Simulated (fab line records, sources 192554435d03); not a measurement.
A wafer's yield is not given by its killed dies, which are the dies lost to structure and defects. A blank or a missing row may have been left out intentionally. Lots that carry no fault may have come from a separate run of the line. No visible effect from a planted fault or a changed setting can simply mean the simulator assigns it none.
fab line records	flow n5-finfet
[record] lots = 7	wafers = 21
route steps=1938 shown PMOS_HMC_CHANNEL_EPI@59 FIN_SAQP@100 SD_EPI_N@275
start-h: start of the lot's first displayed wafer, in hours after the record's first day	wait-h: time in hours since the lot's previous step	" identical to the entry in the row above	L1.1+2: a row that stands for several wafers	- no value, or no start was given	* or withheld: withheld	< > ~ a bound
route shown NAME@n: NAME is a module with steps in the file, n the number in the route of the first one	usual: mean and standard deviation over wafers with no fault	same: alike in all rows	chamber/n: place in a boat	sites: the reading at each site	_std_site: standard deviation of those values	_edge_site: outer sites' mean less inner sites'	radius-mm: how far each site lies from the wafer's centre	mask NAME#n: copy n	behind: tool/chamber where the wafer was last shaped	hold: why the lot was held/for how many hours/how that ended	device: which transistor (n, p or np) failed to switch	end of line: tests run on the same wafers once the route is complete	a step given without rows: its recipe and nothing more	killed: dies that structure and defects cost at the first sort, which is not the same as the wafer's yield	map: per-die view of a wafer (x killed, . not killed, _ where there is no die)
set.NAME: setting as actually run; set.NAME@STEP: the setting as run at that earlier step	model.NAME: the simulator's own value behind a step, which no gauge read
lots run with intentionally changed settings; tables by step, rows by wafer
[[steps]]
[step N5_PMOS_HMC_CHANNEL_EPI_COAT_03]
[recipe] resist = CAR-ArF-block	spin-rpm = 1500	resist-thk-nm = 205
lot.wafer	tool	chamber	start-h	wait-h	set.spin-rpm	model.CAR-ArF-block_of_PMOS_HMC_CHANNEL_EPI_COAT_03.thk-nm
L075.1	litho-track-01	0	-	-	1500	205
L075.3	"	0	"	"	1562	200.6
L075.6	"	0	"	"	1500	204.7
L077.1	litho-track-01	0	-	-	1500	204.7
L077.2	"	0	"	"	1500	205.7
L077.5	"	0	"	"	1500	205.2
L078.2	litho-track-01	0	-	-	1426	210.3
L078.3	"	0	"	"	1426	210.6
L078.4	"	0	"	"	1500	205
L081.2+3	litho-track-05	0	-	-	1500	205.8
L081.5	"	0	"	"	1500	206
L090.4	litho-track-01	0	-	-	1597	199.2
L090.5	"	0	"	"	1500	205.1
L090.6	"	0	"	"	1597	198.3
L091.2	litho-track-01	0	-	-	1500	205.2
L091.5	"	0	"	"	1500	205.5
L091.6	"	0	"	"	1500	205.4
L092.2+6	litho-track-01	0	-	-	1371	215
L092.3	"	0	"	"	1500	205
[step N5_PMOS_HMC_CHANNEL_EPI_EXPOSE_06]
[recipe] mask-id = PMOS_HMC_BLK	na = 1.35	source-shape = conventional	sigma-outer = 0.8	polarization = unpolarized	target-cd-nm = 240	dose-mj = 41
lot.wafer	tool	chamber	start-h	wait-h	mask	set.dose-mj
L075.1	arfi-scanner-01	0	23.13	-	PMOS_HMC_BLK#0	38.99
L075.3+6	"	0	"	"	PMOS_HMC_BLK#0	41
L077.1+5	arfi-scanner-02	0	35.67	-	PMOS_HMC_BLK#0	42.67
L077.2	"	0	"	"	PMOS_HMC_BLK#0	41
L078.2	arfi-scanner-03	0	41.69	-	PMOS_HMC_BLK#0	41
L078.3+4	"	0	"	"	PMOS_HMC_BLK#0	42.67
L081.2+3+5	arfi-scanner-01	0	59.09	-	PMOS_HMC_BLK#0	39.36
L090.4+5	arfi-scanner-03	0	113.35	-	PMOS_HMC_BLK#0	41
L090.6	"	0	"	"	PMOS_HMC_BLK#0	43.26
L091.2+5+6	arfi-scanner-03	0	119.02	-	PMOS_HMC_BLK#0	41
L092.2+3+6	arfi-scanner-03	0	125.07	-	PMOS_HMC_BLK#0	42.24
[step N5_PMOS_HMC_CHANNEL_EPI_PEB_07]
[recipe] peb-temp-c = 110	peb-time-s = 60	resist = CAR-ArF-block
[step N5_PMOS_HMC_CHANNEL_EPI_DEVELOP_08]
[recipe] develop-time-s = 30	developer = TMAH	resist = CAR-ArF-block	dev-temp-c = 23	rinse-liquid = diw	dry = air-spin
[step N5_PMOS_HMC_CHANNEL_EPI_CD_MEAS_09]
[recipe] target-cd-nm = 237.4	landing-energy-ev = 500	detector = se-inlens
[usual] cd-nm = 236.9/0.91
lot.wafer	tool	chamber	start-h	wait-h	set.dose-mj@PMOS_HMC_CHANNEL_EPI_EXPOSE_06	cd-nm
L075.1	cd-sem-02	0	23.25	-	38.99	232.8
L075.3	"	0	"	"	41	236.2
L075.6	"	0	"	"	41	236.1
L077.1	cd-sem-02	0	35.79	-	42.67	241.5
L077.2	"	0	"	"	41	236.9
L077.5	"	0	"	"	42.67	240.1
L078.2	cd-sem-01	0	41.81	-	41	236.5
L078.3	"	0	"	"	42.67	239.9
L078.4	"	0	"	"	42.67	239.5
L081.2	cd-sem-01	0	59.21	-	39.36	235.0
L081.3	"	0	"	"	39.36	235.9
L081.5	"	0	"	"	39.36	234.8
L090.4	cd-sem-02	0	113.46	-	41	234.7
L090.5	"	0	"	"	41	236.5
L090.6	"	0	"	"	43.26	240.5
L091.2	cd-sem-02	0	119.14	-	41	237.0
L091.5	"	0	"	"	41	237.4
L091.6	"	0	"	"	41	236.6
L092.2	cd-sem-02	0	125.19	-	42.24	238.6
L092.3	"	0	"	"	42.24	238.3
L092.6	"	0	"	"	42.24	238.7
[step N5_PMOS_HMC_CHANNEL_EPI_DESCUM_14]
[recipe] chemistry = O2	time-s = 7.9	source-power-w = 50	bias-power-w = 20	pressure-mtorr = 20	rf-frequency-hz = 2.712e+07	temp-c = 40	resist = CAR-ArF-block	o2-flow-sccm = 225
lot.wafer	tool	chamber	start-h	wait-h	set.dose-mj@PMOS_HMC_CHANNEL_EPI_EXPOSE_06	model.PMOS_HMC_CHANNEL_EPI.cd-nm
L075.1	rie-diel-01	2	23.35	0.0	38.99	232.8
L075.3+6	"	0,3	"	"	41	236.2
L077.1	rie-diel-01	1	36.57	0.6	42.67	241.3
L077.2	"	3	"	"	41	236.9
L077.5	"	1	"	"	42.67	240.7
L078.2	rie-diel-02	1	41.90	0.0	41	236.4
L078.3	"	0	"	"	42.67	240.1
L078.4	"	2	"	"	42.67	239.8
L081.2	rie-diel-06	0	59.29	0.0	39.36	234.9
L081.3	"	1	"	"	39.36	235.9
L081.5	"	2	"	"	39.36	234.5
L090.4	rie-diel-06	1	113.57	0.1	41	234.7
L090.5	"	3	"	"	41	236.5
L090.6	"	0	"	"	43.26	240.8
L091.2	rie-diel-06	2	119.23	0.0	41	237.2
L091.5	"	2	"	"	41	237.5
L091.6	"	1	"	"	41	236.8
L092.2	rie-diel-06	3	125.27	0.0	42.24	238.4
L092.3	"	1	"	"	42.24	238.3
L092.6	"	2	"	"	42.24	238.8
[step N5_PMOS_HMC_CHANNEL_EPI_ETCH_32]
[recipe] chemistry = N2/H2	target = BARC	stop-on = SiO2	target-depth-a = 858	over-etch-frac = 0.3	time-s = 50.3	ion-energy-ev = 200	mask-material = CAR-ArF-block	pressure-mtorr = 30	source-w = 840	bias-w = 150	n2-flow-sccm = 200	h2-flow-sccm = 200
lot.wafer	tool	chamber	start-h	wait-h	set.spin-rpm@PMOS_HMC_CHANNEL_EPI_COAT_03	set.dose-mj@PMOS_HMC_CHANNEL_EPI_EXPOSE_06	model.CAR-ArF-block_of_PMOS_HMC_CHANNEL_EPI_COAT_03.thk-nm	model.PMOS_HMC_CHANNEL_EPI.cd-nm
L075.1	rie-diel-01	2	23.39	0.0	1500	38.99	130.7	236.1
L075.3	"	0	"	"	1562	41	128.2	238.7
L075.6	"	3	"	"	1500	41	132.1	239.6
L077.1	rie-diel-01	1	36.60	0.0	1500	42.67	132.9	244
L077.2	"	3	"	"	1500	41	133.5	240.6
L077.5	"	1	"	"	1500	42.67	133.4	243.5
L078.2	rie-diel-02	1	41.93	0.0	1426	41	138.3	239
L078.3	"	0	"	"	1426	42.67	137.5	242.8
L078.4	"	2	"	"	1500	42.67	133.7	241.8
L081.2	rie-diel-06	0	59.33	0.0	1500	39.36	132.9	237.2
L081.3	"	1	"	"	1500	39.36	133.1	238.5
L081.5	"	2	"	"	1500	39.36	133.9	236.9
L090.4	rie-diel-06	1	113.60	0.0	1597	41	128.2	237.5
L090.5	"	3	"	"	1500	41	131.3	239.5
L090.6	"	0	"	"	1597	43.26	126.6	243.7
L091.2	rie-diel-06	2	119.26	0.0	1500	41	132.8	239.8
L091.5	"	2	"	"	1500	41	133.2	239.8
L091.6	"	1	"	"	1500	41	133.3	239.6
L092.2	rie-diel-06	3	125.31	0.0	1371	42.24	141.9	241.5
L092.3	"	1	"	"	1500	42.24	133.3	241.1
L092.6	"	2	"	"	1371	42.24	144	240.8
[step N5_PMOS_HMC_CHANNEL_EPI_HM_OPEN_15]
[recipe] chemistry = CHF3/O2	target = SiO2	mask-material = CAR-ArF-block	target-depth-a = 406	CHF3_flow_sccm = 50	O2_flow_sccm = 5	Ar_flow_sccm = 200	time-s = 20.3	pressure-mtorr = 30	source-w = 650	bias-w = 170	ion-energy-ev = 200
lot.wafer	tool	chamber	start-h	wait-h	set.spin-rpm@PMOS_HMC_CHANNEL_EPI_COAT_03	model.CAR-ArF-block_of_PMOS_HMC_CHANNEL_EPI_COAT_03.thk-nm
L075.1	rie-diel-01	2	23.43	0.0	1500	89.3
L075.3	"	0	"	"	1562	87.92
L075.6	"	3	"	"	1500	91.51
L077.1	rie-diel-01	1	36.64	0.0	1500	92.2
L077.2	"	3	"	"	1500	92.65
L077.5	"	1	"	"	1500	92.79
L078.2	rie-diel-02	1	41.97	0.0	1426	98.11
L078.3	"	0	"	"	1426	96.97
L078.4	"	2	"	"	1500	93.07
L081.2	rie-diel-06	0	59.37	0.0	1500	92.38
L081.3	"	1	"	"	1500	92.04
L081.5	"	2	"	"	1500	94.43
L090.4	rie-diel-06	1	113.64	0.0	1597	87.28
L090.5	"	3	"	"	1500	89.81
L090.6	"	0	"	"	1597	85.76
L091.2	rie-diel-06	2	119.31	0.0	1500	93.6
L091.5	"	2	"	"	1500	93.97
L091.6	"	1	"	"	1500	92.86
L092.2	rie-diel-06	3	125.35	0.0	1371	101
L092.3	"	1	"	"	1500	93.1
L092.6	"	2	"	"	1371	104.8
[step N5_PMOS_HMC_CHANNEL_EPI_STRIP_33]
[recipe] chemistry = N2/H2	power-w = 500	temp-c = 40	pressure-mtorr = 50	rf-frequency-hz = 6e+07	overash-fraction = 0.3	bias-power-w = 8	h2-frac = 0.5	n2-flow-sccm = 300	h2-flow-sccm = 300
[step N5_PMOS_HMC_CHANNEL_EPI_STRIP_17]
[recipe] chemistry = SPM	time-s = 750	temp-c = 130	h2so4-h2o2-vol-ratio = 4	dry = ipa-marangoni
[step N5_PMOS_HMC_CHANNEL_EPI_ETCH_38]
[recipe] chemistry = CF4	target = SiO2	target-depth-a = 15	ion-energy-ev = 350	pressure-mtorr = 10	icp-w = 800	bias-w = 400	cf4-flow-sccm = 80
lot.wafer	tool	chamber	start-h	wait-h	set.dose-mj@PMOS_HMC_CHANNEL_EPI_EXPOSE_06	model.PMOS_HMC_CHANNEL_EPI.cd-nm
L075.1	rie-si-05	1	23.79	0.0	38.99	236.1
L075.3	"	0	"	"	41	238.7
L075.6	"	1	"	"	41	239.6
L077.1	rie-si-03	0	37.00	0.0	42.67	244
L077.2	"	1	"	"	41	240.7
L077.5	"	1	"	"	42.67	243.5
L078.2	rie-si-04	2	42.34	0.0	41	238.9
L078.3	"	1	"	"	42.67	242.7
L078.4	"	0	"	"	42.67	241.8
L081.2	rie-si-04	1	59.73	0.0	39.36	237.1
L081.3	"	2	"	"	39.36	238.5
L081.5	"	3	"	"	39.36	236.8
L090.4	rie-si-03	3	114.00	0.0	41	237.5
L090.5	"	3	"	"	41	239.4
L090.6	"	2	"	"	43.26	243.6
L091.2	rie-si-04	0	119.66	0.0	41	239.8
L091.5	"	0	"	"	41	239.9
L091.6	"	1	"	"	41	239.5
L092.2	rie-si-03	1	125.72	0.0	42.24	241.4
L092.3	"	2	"	"	42.24	240.9
L092.6	"	1	"	"	42.24	240.7
[step N5_FIN_SAQP_PECVD_06]
[recipe] material = a-Si	target-thk-a = 600	temp-c = 400	precursor = SiH4/He	pressure-torr = 3	rf-w = 100	time-s = 48.1
lot.wafer	tool	chamber	start-h	wait-h	set.time-s	model.a-Si_of_FIN_SAQP_PECVD_06.thk-nm
L075.1	pecvd-01	1	27.40	0.0	48.1	59.59
L075.3	"	0	"	"	48.1	59.33
L075.6	"	2	"	"	48.1	59.99
L077.1	pecvd-03	1	40.37	0.0	48.1	59.62
L077.2	"	2	"	"	42.45	51.83
L077.5	"	2	"	"	48.1	59.89
L078.2	pecvd-01	2	45.38	0.0	48.1	59.96
L078.3	"	0	"	"	48.1	59.38
L078.4	"	0	"	"	48.1	60.05
L081.2	pecvd-03	2	62.80	0.0	48.1	59.54
L081.3	"	1	"	"	41.32	50.93
L081.5	"	1	"	"	48.1	60.73
L090.4	pecvd-01	0	117.16	0.0	48.1	60.06
L090.5	"	1	"	"	48.1	60.78
L090.6	"	2	"	"	48.1	59.69
L091.2	pecvd-02	1	122.71	0.0	48.1	58.72
L091.5	"	1	"	"	48.1	59.58
L091.6	"	2	"	"	48.1	59.86
L092.2	pecvd-03	2	128.88	0.0	48.1	58.29
L092.3	"	0	"	"	43.92	53.51
L092.6	"	0	"	"	43.92	53.67
[step N5_FIN_SAQP_THK_MEAS_07]
[usual] thk-nm = 59.9/0.8
lot.wafer	tool	chamber	start-h	wait-h	set.time-s@FIN_SAQP_PECVD_06	thk-nm
L075.1	film-metro-01	-	27.49	0.1	48.1	59.6
L075.3	"	-	"	"	48.1	59.3
L075.6	"	-	"	"	48.1	59.9
L077.1	film-metro-02	-	40.46	0.1	48.1	59.7
L077.2	"	-	"	"	42.45	51.9
L077.5	"	-	"	"	48.1	59.9
L078.2	film-metro-01	-	45.47	0.1	48.1	59.9
L078.3	"	-	"	"	48.1	59.4
L078.4	"	-	"	"	48.1	60.0
L081.2	film-metro-01	-	62.89	0.1	48.1	59.6
L081.3	"	-	"	"	41.32	51.0
L081.5	"	-	"	"	48.1	60.7
L090.4	film-metro-02	-	117.22	0.0	48.1	60.1
L090.5	"	-	"	"	48.1	60.8
L090.6	"	-	"	"	48.1	59.7
L091.2	film-metro-01	-	122.80	0.1	48.1	58.7
L091.5	"	-	"	"	48.1	59.6
L091.6	"	-	"	"	48.1	59.9
L092.2	film-metro-02	-	128.97	0.1	48.1	58.3
L092.3	"	-	"	"	43.92	53.5
L092.6	"	-	"	"	43.92	53.6
[step N5_FIN_SAQP_HM_DEP_72]
[recipe] material = SiO2	target-thk-a = 120	temp-c = 400	precursor = SiH4/N2O	pressure-torr = 0.75	rf-w = 275	time-s = 7.2
lot.wafer	tool	chamber	start-h	wait-h	set.time-s	model.SiO2_of_FIN_SAQP_HM_DEP_72.thk-nm
L075.1	pecvd-02	2	27.53	0.0	7.2	11.76
L075.3	"	0	"	"	6.558	10.76
L075.6	"	2	"	"	6.558	10.92
L077.1	pecvd-02	2	40.50	0.0	7.2	11.89
L077.2	"	0	"	"	7.2	11.76
L077.5	"	0	"	"	7.2	11.93
L078.2+3	pecvd-03	2,0	45.51	0.0	7.2	11.93
L078.4	"	2	"	"	7.478	12.62
L081.2	pecvd-02	1	62.92	0.0	7.2	11.81
L081.3	"	0	"	"	7.2	11.63
L081.5	"	1	"	"	8.021	13.68
L090.4	pecvd-01	1	117.28	0.1	7.2	12
L090.5+6	"	0,2	"	"	7.2	12.05
L091.2	pecvd-03	1	122.83	0.0	7.2	12.2
L091.5	"	0	"	"	7.2	12.29
L091.6	"	1	"	"	7.2	12.23
L092.2	pecvd-01	2	129.01	0.0	7.2	12.04
L092.3	"	1	"	"	7.2	11.99
L092.6	"	2	"	"	8.246	13.85
[step N5_FIN_SAQP_COAT_49]
[recipe] resist = SOC	temp-c = 250	time-s = 60	spin-rpm = 1500	resist-thk-nm = 100
[step N5_FIN_SAQP_COAT_50]
[recipe] resist = SiARC	temp-c = 220	time-s = 60	spin-rpm = 1500	resist-thk-nm = 35
[step N5_FIN_SAQP_ETCH_52]
[recipe] chemistry = N2/H2	target = SOC	target-depth-a = 1000	overetch-a = 200	mask-material = SiARC	temp-c = 40	time-s = 150	ion-energy-ev = 200	pressure-mtorr = 30	source-w = 840	bias-w = 150	n2-flow-sccm = 200	h2-flow-sccm = 200	ends = end-point
[step N5_FIN_SAQP_STRIP_53]
[recipe] chemistry = N2/H2	temp-c = 40	n2-flow-sccm = 200	h2-flow-sccm = 200	rf-frequency-hz = 6e+07
[step N5_FIN_SAQP_HM_OPEN_73]
[recipe] chemistry = CHF3/O2	target = SiO2	stop-on = a-Si	target-depth-a = 120	over-etch-frac = 1.8	mask-material = SOC	time-s = 16.8	pressure-mtorr = 30	source-w = 650	bias-w = 170	Ar_flow_sccm = 200	CHF3_flow_sccm = 50	O2_flow_sccm = 5	ion-energy-ev = 200	ends = end-point
lot.wafer	tool	chamber	start-h	wait-h	set.time-s@FIN_SAQP_HM_DEP_72	model.etch.depth-nm
L075.1	rie-diel-04	3	28.80	0.0	7.2	11.76
L075.3	"	0	"	"	6.558	10.76
L075.6	"	1	"	"	6.558	10.92
L077.1	rie-diel-03	3	41.58	0.0	7.2	11.89
L077.2	"	0	"	"	7.2	11.76
L077.5	"	2	"	"	7.2	11.93
L078.2+3	rie-diel-05	2,1	46.13	0.0	7.2	11.93
L078.4	"	2	"	"	7.478	12.62
L081.2	rie-diel-04	3	64.01	0.0	7.2	11.81
L081.3	"	0	"	"	7.2	11.63
L081.5	"	1	"	"	8.021	13.68
L090.4	rie-diel-05	2	117.87	0.0	7.2	12
L090.5+6	"	0,1	"	"	7.2	12.05
L091.2	rie-diel-03	3	123.45	0.0	7.2	12.2
L091.5	"	2	"	"	7.2	12.29
L091.6	"	1	"	"	7.2	12.23
L092.2	rie-diel-04	1	129.63	0.0	7.2	12.04
L092.3	"	3	"	"	7.2	11.99
L092.6	"	1	"	"	8.246	13.85
[step N5_FIN_SAQP_STRIP_74]
[recipe] chemistry = CHF3/O2	resist = SiARC	rf-frequency-hz = 6e+07
[step N5_FIN_SAQP_MANDREL_ETCH_22]
[recipe] target-depth-a = 600	chemistry = HBr/Cl2	target = a-Si	stop-on = SiNx	bt-time-s = 10	over-etch-frac = 0.5	time-s = 30	pressure-mtorr = 10	icp-w = 800	bias-w = 75	HBr_flow_sccm = 150	Cl2_flow_sccm = 80	ends = end-point
[usual] oes-product-au = 0.766/0.014
lot.wafer	tool	chamber	start-h	wait-h	set.time-s@FIN_SAQP_PECVD_06	oes-product-au	model.etch.depth-nm
L075.1	rie-si-02	0	28.89	0.0	48.1	0.748	59.57
L075.3	"	2	"	"	48.1	0.739	59.31
L075.6	"	1	"	"	48.1	0.784	59.98
L077.1	rie-si-01	0	41.66	0.0	48.1	0.777	59.62
L077.2	"	1	"	"	42.45	0.706	51.79
L077.5	"	0	"	"	48.1	0.781	59.89
L078.2	rie-si-06	2	46.21	0.0	48.1	0.767	59.95
L078.3	"	1	"	"	48.1	0.764	59.35
L078.4	"	3	"	"	48.1	0.769	60.03
L081.2	rie-si-06	0	64.09	0.0	48.1	0.753	59.51
L081.3	"	1	"	"	41.32	0.698	50.92
L081.5	"	1	"	"	48.1	0.767	60.73
L090.4	rie-si-01	2	117.96	0.0	48.1	0.777	60.05
L090.5	"	0	"	"	48.1	0.796	60.74
L090.6	"	1	"	"	48.1	0.768	59.66
L091.2	rie-si-06	3	123.54	0.0	48.1	0.767	58.72
L091.5	"	2	"	"	48.1	0.769	59.58
L091.6	"	1	"	"	48.1	0.757	59.81
L092.2	rie-si-01	1	129.72	0.0	48.1	0.752	58.29
L092.3	"	2	"	"	43.92	0.718	53.49
L092.6	"	3	"	"	43.92	0.720	53.67
[step N5_SD_EPI_N_ETCH_35]
[recipe] chemistry = N2/H2	target = SOC	overetch-a = 1080	mask-material = SiARC	temp-c = 40	ion-energy-ev = 100	source-w = 3000	bias-w = 133	pressure-mtorr = 20	time-s = 486	n2-flow-sccm = 200	h2-flow-sccm = 200
[usual] rf-vpp-V = 241.2/1.4
lot.wafer	tool	chamber	start-h	wait-h	set.source-w	rf-vpp-V	model.SiARC_of_SD_EPI_N_COAT_33.thk-nm
L075.1	rie-diel-03	3	57.00	0.0	2733	248.2	21
L075.3	"	0	"	"	3000	241.2	20
L075.6	"	1	"	"	2733	247.1	20.4
L077.1	rie-diel-04	1	69.12	0.0	3000	240.8	19.6
L077.2	"	0	"	"	3000	240.5	19.6
L077.5	"	1	"	"	3000	242.1	19.8
L078.2	rie-diel-04	1	73.07	0.0	3000	242.4	19.8
L078.3	"	0	"	"	3000	241.7	19.8
L078.4	"	2	"	"	2776	247.3	21
L081.2	rie-diel-05	2	92.34	0.0	3000	240.7	19.6
L081.3	"	1	"	"	2573	257.6	21.6
L081.5	"	1	"	"	2573	255.3	21.6
L090.4	rie-diel-04	3	143.14	0.0	2669	249.6	20.8
L090.5	"	0	"	"	3000	241.8	19.8
L090.6	"	1	"	"	3000	240.8	19.8
L091.2	rie-diel-04	2	151.06	0.0	3000	241.7	20
L091.5	"	0	"	"	3000	243.4	19.8
L091.6	"	1	"	"	3000	241.7	19.6
L092.2	rie-diel-05	3	158.47	0.0	3000	239.5	19.6
L092.3	"	0	"	"	3000	244.7	19.6
L092.6	"	3	"	"	3000	239.5	19.4
[step N5_SD_EPI_N_STRIP_36]
[recipe] chemistry = N2/H2	temp-c = 40	n2-flow-sccm = 200	h2-flow-sccm = 200	rf-frequency-hz = 6e+07
[step N5_SD_EPI_N_ETCHBACK_44]
[recipe] chemistry = CH3F/O2	mode = anisotropic-etchback	target = SiNx	target-depth-a = 145	stop-on = SiO2	over-etch-frac = 0.3	ion-energy-ev = 120	pressure-mtorr = 30	source-w = 395	bias-w = 73	Ar_flow_sccm = 150	CH3F_flow_sccm = 30	O2_flow_sccm = 20
lot.wafer	tool	chamber	start-h	wait-h	set.source-w@SD_EPI_N_ETCH_35	model.SiARC_of_SD_EPI_N_COAT_33.thk-nm
L075.1	rie-diel-03	3	57.33	0.0	2733	17.4
L075.3	"	0	"	"	3000	16.2
L075.6	"	1	"	"	2733	16.8
L077.1+2+5	rie-diel-04	1,0,1	69.45	0.0	3000	16
L078.2+3	rie-diel-04	1,0	73.39	0.0	3000	16.2
L078.4	"	2	"	"	2776	17.2
L081.2	rie-diel-05	2	92.66	0.0	3000	15.6
L081.3+5	"	1	"	"	2573	17.8
L090.4	rie-diel-04	3	143.47	0.0	2669	17
L090.5+6	"	0,1	"	"	3000	16
L091.2	rie-diel-04	2	151.38	0.0	3000	16.2
L091.5	"	0	"	"	3000	16
L091.6	"	1	"	"	3000	15.8
L092.2+3	rie-diel-05	3,0	158.79	0.0	3000	15.8
L092.6	"	3	"	"	3000	15.6
[step N5_SD_EPI_N_ETCH_45]
[recipe] chemistry = CH3F/O2	target = SiOCN	target-depth-a = 60	mask-material = SOC	ion-energy-ev = 60	bias-w = 29	pressure-mtorr = 15	source-w = 410	Ar_flow_sccm = 150	CH3F_flow_sccm = 30	O2_flow_sccm = 20
lot.wafer	tool	chamber	start-h	wait-h	set.target-depth-a	model.etch.depth-nm
L075.1	rie-diel-03	3	57.43	0.1	64.88	6.426
L075.3	"	0	"	"	60	5.93
L075.6	"	1	"	"	64.88	6.475
L077.1+5	rie-diel-04	1	69.55	0.1	60	5.934
L077.2	"	0	"	"	63.77	6.273
L078.2	rie-diel-04	1	73.49	0.1	60	6.027
L078.3	"	0	"	"	60	6.009
L078.4	"	2	"	"	63.93	6.385
L081.2	rie-diel-05	2	92.76	0.1	53.03	5.349
L081.3	"	1	"	"	60	5.963
L081.5	"	1	"	"	53.03	5.264
L090.4+6	rie-diel-04	3,1	143.57	0.1	60	6.031
L090.5	"	0	"	"	60	5.997
L091.2	rie-diel-04	2	151.48	0.1	60	5.958
L091.5	"	0	"	"	60	5.969
L091.6	"	1	"	"	60	5.977
L092.2	rie-diel-05	3	158.89	0.1	53.13	5.399
L092.3	"	0	"	"	60	6.1
L092.6	"	3	"	"	60	6.099
[[key]]
[split] step = N5_PMOS_HMC_CHANNEL_EPI_COAT_03	setting = spin-rpm	stated = 1500	by = wafer
[response] step = N5_PMOS_HMC_CHANNEL_EPI_COAT_03	reading = model.CAR-ArF-block_of_PMOS_HMC_CHANNEL_EPI_COAT_03.thk-nm	change = -1.09	per = 1%	r = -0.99
[response] step = N5_PMOS_HMC_CHANNEL_EPI_ETCH_32	reading = model.CAR-ArF-block_of_PMOS_HMC_CHANNEL_EPI_COAT_03.thk-nm	change = -0.906	per = 1%	r = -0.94
[response] step = N5_PMOS_HMC_CHANNEL_EPI_HM_OPEN_15	reading = model.CAR-ArF-block_of_PMOS_HMC_CHANNEL_EPI_COAT_03.thk-nm	change = -0.876	per = 1%	r = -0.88
[split] step = N5_PMOS_HMC_CHANNEL_EPI_EXPOSE_06	setting = dose-mj	stated = 41	by = wafer
[response] step = N5_PMOS_HMC_CHANNEL_EPI_CD_MEAS_09	reading = cd-nm	change = +0.827	per = 1%	r = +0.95
[response] step = N5_PMOS_HMC_CHANNEL_EPI_DESCUM_14	reading = model.PMOS_HMC_CHANNEL_EPI.cd-nm	change = +0.872	per = 1%	r = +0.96
[response] step = N5_PMOS_HMC_CHANNEL_EPI_ETCH_32	reading = model.PMOS_HMC_CHANNEL_EPI.cd-nm	change = +0.794	per = 1%	r = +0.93
[response] step = N5_PMOS_HMC_CHANNEL_EPI_ETCH_38	reading = model.PMOS_HMC_CHANNEL_EPI.cd-nm	change = +0.797	per = 1%	r = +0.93
[split] step = N5_FIN_SAQP_PECVD_06	setting = time-s	stated = 48.1	by = wafer
[response] step = N5_FIN_SAQP_PECVD_06	reading = model.a-Si_of_FIN_SAQP_PECVD_06.thk-nm	change = +0.639	per = 1%	r = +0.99
[response] step = N5_FIN_SAQP_THK_MEAS_07	reading = thk-nm	change = *	per = 1%	r = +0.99
[response] step = N5_FIN_SAQP_MANDREL_ETCH_22	reading = oes-product-au	change = +0.00489	per = 1%	r = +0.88
[response] step = N5_FIN_SAQP_MANDREL_ETCH_22	reading = model.etch.depth-nm	change = +0.641	per = 1%	r = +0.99
[split] step = N5_FIN_SAQP_HM_DEP_72	setting = time-s	stated = 7.2	by = wafer
[response] step = N5_FIN_SAQP_HM_DEP_72	reading = model.SiO2_of_FIN_SAQP_HM_DEP_72.thk-nm	change = +0.137	per = 1%	r = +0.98
[response] step = N5_FIN_SAQP_HM_OPEN_73	reading = model.etch.depth-nm	change = +0.137	per = 1%	r = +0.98
[split] step = N5_SD_EPI_N_ETCH_35	setting = source-w	stated = 3000	by = wafer
[response] step = N5_SD_EPI_N_ETCH_35	reading = rf-vpp-V	change = -0.896	per = 1%	r = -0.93
[response] step = N5_SD_EPI_N_ETCH_35	reading = model.SiARC_of_SD_EPI_N_COAT_33.thk-nm	change = -0.119	per = 1%	r = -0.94
[response] step = N5_SD_EPI_N_ETCHBACK_44	reading = model.SiARC_of_SD_EPI_N_COAT_33.thk-nm	change = -0.126	per = 1%	r = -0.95
[split] step = N5_SD_EPI_N_ETCH_45	setting = target-depth-a	stated = 60	by = wafer
[response] step = N5_SD_EPI_N_ETCH_45	reading = model.etch.depth-nm	change = +0.0589	per = 1%	r = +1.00
